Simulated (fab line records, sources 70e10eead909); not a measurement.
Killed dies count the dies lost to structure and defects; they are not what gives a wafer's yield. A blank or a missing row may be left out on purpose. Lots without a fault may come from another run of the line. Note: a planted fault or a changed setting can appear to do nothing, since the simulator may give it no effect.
fab line records    flow nandHarc    part 2 of 2: steps 5 to 6 of 6
[record] lots = 21  wafers = 63  lastDay = 24
route steps=1159 shown A_STAIRCASE@580
lots that met no fault: from a run of the same line without faults
startH: the number of hours between the record's first day and the start of the first shown wafer of the lot    waitH: hours elapsed since this lot's preceding step    " repeats the value in the row above    L1.1+2: one row covering several wafers at once    - no value present, or no start provided    * or withheld: withheld    < > ~ a bound
route shown NAME@n: NAME is a module with steps in the file, n the number in the route of the first one    usual: the fault-free wafers' mean and standard deviation    same: alike in all rows    chamber/n: place in a boat    sites: the reading at each site    _std_site: their standard deviation    _edge_site: the outer-site mean with the inner-site mean subtracted    radiusMm: how far each site lies from the wafer's centre    mask NAME#n: copy n    behind: the most recent tool/chamber to have shaped the wafer    hold: why the lot was held/for how many hours/how that ended    device: transistor that didn't switch, given as n, p or np    end of line: the route-end tests of the same wafers    a step given without rows: its recipe and nothing more    killed: at the first sort, the dies lost to defects and structure; wafer yield is something else    map: the dies of a wafer, with x for killed, . for not killed, _ for no die there
set.NAME: the setting that was run; set.NAME@STEP: the one run at that earlier step    model.NAME: the simulator's own value behind a step, which no gauge read
steps of the route over a sample of lots; a table a step, a row a wafer
services: the hour from which a tool's chamber was out of use, counted from the record's first day as startH (under 0 if before that day), plus the number of hours and why
[[steps]]
[step NHARC_A_STAIRCASE_TRIM_202]
[recipe] timeS = 211.2  o2FlowSccm = 500  arFlowSccm = 0  biasW = 0  chemistry = O2
[usual] drypumpMotorCurrentA = 5.5/0.41  o2FlowSccm = 499.9/1.5  oesProductAu = 1.002/0.015  rfVppV = 57.7/0.84  showerheadPlenumPTorr = 3.50/0.11  throttleValvePct = 17.036/0.0092
lot.wafer  tool        chamber  startH  waitH  drypumpMotorCurrentA  o2FlowSccm  oesProductAu  rfHoursCounterH  rfVppV  showerheadPlenumPTorr  throttleValvePct
L074.1     rieDiel-12  3        -       -      5.3                   498.7       1.001         3                57.6    3.60                   17.045
L074.3     "           1        "       "      5.9                   500.4       0.990         4                58.1    3.42                   17.043
L074.5     "           3        "       "      5.3                   500.3       0.996         -                58.1    3.60                   17.030
L075.2     rieDiel-02  1        -       -      6.0                   500.4       0.997         32               57.5    3.31                   17.018
L075.3     "           2        "       "      5.4                   498.8       1.000         37               56.8    3.42                   17.029
L075.1     "           3        "       "      5.2                   501.5       0.991         36               57.4    3.48                   17.047
L076.2     rieDiel-03  2        -       -      5.2                   500.3       1.014         16               58.4    3.64                   17.048
L076.3     "           3        "       "      6.1                   500.7       1.010         17               57.6    3.50                   17.033
L076.6     "           1        "       "      4.9                   500.3       1.004         -                57.2    3.60                   17.028
L078.1     rieDiel-03  2        -       -      5.2                   496.8       1.016         17               58.7    3.64                   17.034
L078.4     "           0        "       "      5.1                   497.9       1.001         15               58.7    3.51                   17.043
L078.6     "           3        "       "      6.1                   497.5       1.007         -                56.4    3.50                   17.046
L080.1     rieDiel-03  2        -       -      5.2                   500.5       1.023         21               58.6    3.63                   17.028
L080.4     "           3        "       "      6.1                   499.9       1.005         22               57.9    3.50                   17.046
L080.5     "           1        "       "      4.9                   499.4       0.982         -                59.5    3.60                   17.034
L082.2     rieDiel-03  1        -       -      4.9                   497.0       0.981         20               58.0    3.60                   17.039
L082.6     "           0        "       "      5.1                   501.0       1.012         -                57.8    3.51                   17.037
L082.5     "           1        "       "      4.9                   499.2       0.982         -                59.2    3.60                   17.049
L081.4     rieDiel-12  1        -       -      5.9                   500.0       0.996         28               56.9    3.41                   17.039
L081.2     "           2        "       "      6.1                   499.3       0.985         27               58.1    3.70                   17.051
L081.1     "           3        "       "      5.3                   500.9       1.007         26               57.8    3.59                   17.043
L084.4     rieDiel-03  3        -       -      6.0                   499.6       1.029         32               57.0    3.49                   17.025
L084.3     "           0        "       "      5.1                   500.5       1.001         28               58.3    3.50                   17.042
L084.5     "           2        "       "      5.2                   498.7       1.005         -                58.4    3.63                   17.049
L087.1     rieDiel-03  2        -       -      5.2                   499.7       1.012         35               57.3    3.63                   17.044
L087.6     "           1        "       "      4.9                   499.4       1.002         -                58.1    3.59                   17.026
L087.5     "           2        "       "      5.2                   501.2       1.000         -                57.6    3.63                   17.040
L086.3     rieDiel-02  2        -       -      5.3                   502.9       0.998         56               57.4    3.41                   17.042
L086.2     "           0        "       "      5.8                   499.7       1.009         58               57.0    3.39                   17.044
L086.5     "           1        "       "      6.0                   500.0       1.004         -                57.0    3.30                   17.018
L083.4     rieDiel-02  0        -       -      5.9                   499.2       0.999         59               58.1    3.39                   17.037
L083.5     "           3        "       "      5.2                   499.1       1.010         -                58.5    3.47                   17.043
L083.6     "           0        "       "      5.9                   501.3       0.996         -                58.4    3.39                   17.042
L089.4     rieDiel-03  3        -       -      6.1                   499.2       1.033         41               57.7    3.49                   17.027
L089.3     "           1        "       "      4.9                   501.5       1.006         38               56.2    3.59                   17.034
L089.1     "           2        "       "      5.2                   501.4       1.010         41               58.4    3.62                   17.021
L088.1     rieDiel-12  2        -       -      6.1                   499.0       0.972         41               57.8    3.69                   17.033
L088.2     "           0        "       "      5.6                   501.2       0.974         43               59.2    3.60                   17.049
L088.4     "           1        "       "      5.9                   498.2       0.993         44               56.8    3.40                   17.040
L090.4     rieDiel-02  0        -       -      5.8                   500.0       1.013         3                58.4    3.39                   17.023
L090.5     "           2        "       "      5.3                   502.8       0.988         -                57.9    3.40                   17.036
L090.6     "           3        "       "      5.2                   501.3       1.033         -                57.5    3.46                   17.034
L092.4     rieDiel-02  2        -       -      5.3                   498.3       0.992         4                57.3    3.40                   17.044
L092.5     "           1        "       "      6.0                   498.1       0.998         -                57.2    3.30                   17.037
L092.6     "           2        "       "      5.3                   498.5       0.997         -                57.6    3.40                   17.038
L093.3     rieDiel-02  3        -       -      5.2                   502.4       1.031         5                56.9    3.46                   17.032
L093.1     "           0        "       "      5.9                   497.1       1.018         5                58.6    3.39                   17.020
L093.2     "           1        "       "      6.0                   500.8       0.991         6                58.0    3.30                   17.033
L091.4     rieDiel-12  1        -       -      5.9                   497.4       1.000         53               58.1    3.39                   17.040
L091.2     "           2        "       "      6.1                   500.1       0.982         50               56.5    3.69                   17.046
L091.5     "           3        "       "      5.4                   498.8       1.000         -                58.4    3.58                   17.015
L094.2     rieDiel-12  1        -       -      5.9                   499.4       0.994         55               55.9    3.39                   17.036
L094.1     "           3        "       "      5.3                   499.1       0.996         49               59.5    3.58                   17.057
L094.3     "           0        "       "      5.6                   498.0       0.984         55               56.1    3.60                   17.040
L095.3     rieDiel-03  2        -       -      5.2                   500.3       1.006         59               56.2    3.61                   17.032
L095.4     "           1        "       "      4.9                   501.8       1.010         55               58.6    3.58                   17.040
L095.6     "           2        "       "      5.2                   501.2       1.013         -                59.2    3.61                   17.044
L097.1     rieDiel-02  3        -       -      5.2                   499.6       1.026         13               58.0    3.46                   17.031
L097.4     "           1        "       "      6.0                   499.8       0.996         13               55.9    3.29                   17.035
L097.5     "           3        "       "      5.2                   497.5       1.031         -                57.0    3.46                   17.054
L096.4     rieDiel-02  1        -       -      6.0                   502.1       0.987         14               59.0    3.29                   17.036
L096.1     "           3        "       "      5.2                   497.0       1.034         14               56.2    3.45                   17.015
L096.6     "           1        "       "      6.0                   502.4       0.984         -                57.2    3.29                   17.047
[step NHARC_A_STAIRCASE_STRIP_205]
[recipe] powerW = 1500  tempC = 250  chemistry = O2
[usual] drypumpMotorCurrentA = 5.4/0.38  heaterPowerW = 340/17
lot.wafer  tool            chamber  startH  waitH  drypumpMotorCurrentA  heaterPowerW  rfHoursCounterH
L074.1     plasmaAsher-01  0        222.27  0.1    5.7                   356           39
L074.3     "               1        "       "      5.2                   328           -
L074.5     "               1        "       "      5.2                   325           -
L075.1     plasmaAsher-02  0        250.87  0.1    4.8                   366           19
L075.2     "               1        "       "      5.7                   337           19
L075.3     "               1        "       "      5.7                   321           -
L076.2     plasmaAsher-01  1        263.31  0.1    5.2                   324           51
L076.3     "               1        "       "      5.2                   322           -
L076.6     "               1        "       "      5.2                   333           -
L078.1     plasmaAsher-01  0        264.35  0.1    5.7                   349           52
L078.4     "               0        "       "      5.7                   350           -
L078.6     "               1        "       "      5.2                   327           -
L080.1     plasmaAsher-01  0        275.71  0.1    5.7                   352           55
L080.4     "               1        "       "      5.2                   323           -
L080.5     "               0        "       "      5.6                   347           -
L082.2     plasmaAsher-02  0        279.98  0.1    4.8                   359           31
L082.5     "               1        "       "      5.7                   325           -
L082.6     "               0        "       "      4.8                   373           -
L081.2     plasmaAsher-02  1        291.20  0.1    5.8                   328           36
L081.1     "               0        "       "      4.8                   355           36
L081.4     "               1        "       "      5.8                   318           -
L084.4     plasmaAsher-02  0        303.77  0.2    4.8                   368           -
L084.3     "               1        "       "      5.8                   322           -
L084.5     "               0        "       "      4.8                   369           -
L087.1     plasmaAsher-01  0        310.68  0.1    5.7                   352           9
L087.6     "               1        "       "      5.2                   318           -
L087.5     "               0        "       "      5.7                   334           -
L086.2     plasmaAsher-01  1        311.48  0.1    5.2                   329           9
L086.3     "               1        "       "      5.2                   323           -
L086.5     "               1        "       "      5.2                   323           -
L083.4     plasmaAsher-01  0        314.65  0.2    5.7                   344           -
L083.5     "               0        "       "      5.7                   339           -
L083.6     "               1        "       "      5.2                   336           -
L089.1     plasmaAsher-01  1        327.72  0.3    5.2                   329           14
L089.4     "               1        "       "      5.2                   326           -
L089.3     "               0        "       "      5.7                   334           -
L088.2     plasmaAsher-01  0        328.27  0.1    5.7                   337           14
L088.1     "               1        "       "      5.2                   329           14
L088.4     "               0        "       "      5.7                   343           -
L090.4     plasmaAsher-02  0        347.77  0.2    4.8                   370           -
L090.5     "               1        "       "      5.8                   315           -
L090.6     "               0        "       "      4.8                   373           -
L092.4     plasmaAsher-02  1        350.57  0.2    5.7                   322           -
L092.6     "               0        "       "      4.8                   364           -
L092.5     "               1        "       "      5.8                   323           -
L093.1     plasmaAsher-01  1        353.55  0.1    5.2                   322           22
L093.2     "               0        "       "      5.7                   347           22
L093.3     "               1        "       "      5.2                   329           -
L091.2     plasmaAsher-01  1        354.01  0.1    5.2                   326           23
L091.4     "               1        "       "      5.2                   322           -
L091.5     "               1        "       "      5.2                   326           -
L094.1     plasmaAsher-02  0        359.15  0.1    4.8                   367           58
L094.2     "               1        "       "      5.7                   328           58
L094.3     "               1        "       "      5.8                   316           -
L095.3     plasmaAsher-02  1        378.08  0.2    5.8                   333           -
L095.4     "               0        "       "      4.8                   343           -
L095.6     "               0        "       "      4.8                   337           -
L097.1     plasmaAsher-01  0        378.20  0.1    5.7                   345           34
L097.4     "               0        "       "      5.7                   337           -
L097.5     "               0        "       "      5.7                   342           -
L096.1     plasmaAsher-02  0        381.30  0.2    4.8                   349           3
L096.4     "               1        "       "      5.8                   333           -
L096.6     "               0        "       "      4.8                   352           -
[[services]]
tool            chamber  startH  hours  kind
rieDiel-12      -        197.12  5.7    repair
rieDiel-12      -        202.83  9.0    pm
rieDiel-02      0        208.86  -      clean
rieDiel-02      1        208.86  -      clean
rieDiel-02      2        208.86  -      clean
rieDiel-02      3        208.86  -      clean
rieDiel-03      -        215.38  9.0    pm
rieDiel-02      0        233.36  -      clean
rieDiel-02      1        233.36  -      clean
rieDiel-02      2        233.36  -      clean
rieDiel-02      3        233.36  -      clean
rieDiel-02      0        257.86  -      clean
rieDiel-02      1        257.86  -      clean
rieDiel-02      2        257.86  -      clean
rieDiel-02      3        257.86  -      clean
plasmaAsher-01  -        276.29  9.0    pm
rieDiel-02      0        283.12  -      clean
rieDiel-02      3        287.61  5.5    repair
rieDiel-12      3        319.36  2.0    repair
rieDiel-02      -        327.86  9.0    pm
rieDiel-03      1        332.84  6.5    repair
rieDiel-12      1        337.97  1.2    repair
plasmaAsher-02  -        360.00  9.0    pm
rieDiel-12      -        379.86  9.0    pm
